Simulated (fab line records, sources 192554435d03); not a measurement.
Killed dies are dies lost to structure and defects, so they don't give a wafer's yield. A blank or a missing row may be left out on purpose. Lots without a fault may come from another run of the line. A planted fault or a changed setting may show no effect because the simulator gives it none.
Which tool did it? | flow n5_finfet | 8 lots, 24 wafers sampled, at 1 step of a route of 1938

WHAT THE GAUGES READ, wafer by wafer
N5_BEOL_M4_RC_MEAS_101.
lot  | measured     | on        | DIBL_N (mV/V)
L433 | day 8 20:54  | prober-02 | 36.8 36.7 37.8
L435 | day 9 03:10  | prober-01 | 38.6 36.9 35.1
L436 | day 9 14:09  | prober-01 | 34.7 38.3 35.0
L445 | day 11 01:46 | prober-01 | 37.2 36.7 38.8
L447 | day 11 17:25 | prober-01 | 38.2 37.9 35.0
L450 | day 12 16:11 | prober-01 | 36.1 39.8 37.8
L451 | day 12 16:58 | prober-01 | 36.1 41.5 36.2
L452 | day 13 10:24 | prober-02 | 38.9 36.9 35.1

WHICH TOOL RAN EACH LOT (tool, then ch and the chambers of the sampled wafers, then the start)
The record holds no process step before these readings.

THE ANSWER, worked out from the rows above alone
Rule: what is usual is taken from the lots themselves. Put in order of their means at a reading, lots are off if they are a third of the lots or fewer, leave a main group of 4 or more, and stand apart from it by a gap of 3 or more times the standard deviation of the main group's means; of several such gaps the widest counts. A main group whose means are all the same, to the digits that the tables above print for the reading, isn't used. A lot without any number at a reading at which 4 lots or more have one is off too. The other lots that the step has rows for count as sound.
No lot is off at any reading shown: from this, nothing can be told.

WHAT THE SIMULATOR HAD PUT IN
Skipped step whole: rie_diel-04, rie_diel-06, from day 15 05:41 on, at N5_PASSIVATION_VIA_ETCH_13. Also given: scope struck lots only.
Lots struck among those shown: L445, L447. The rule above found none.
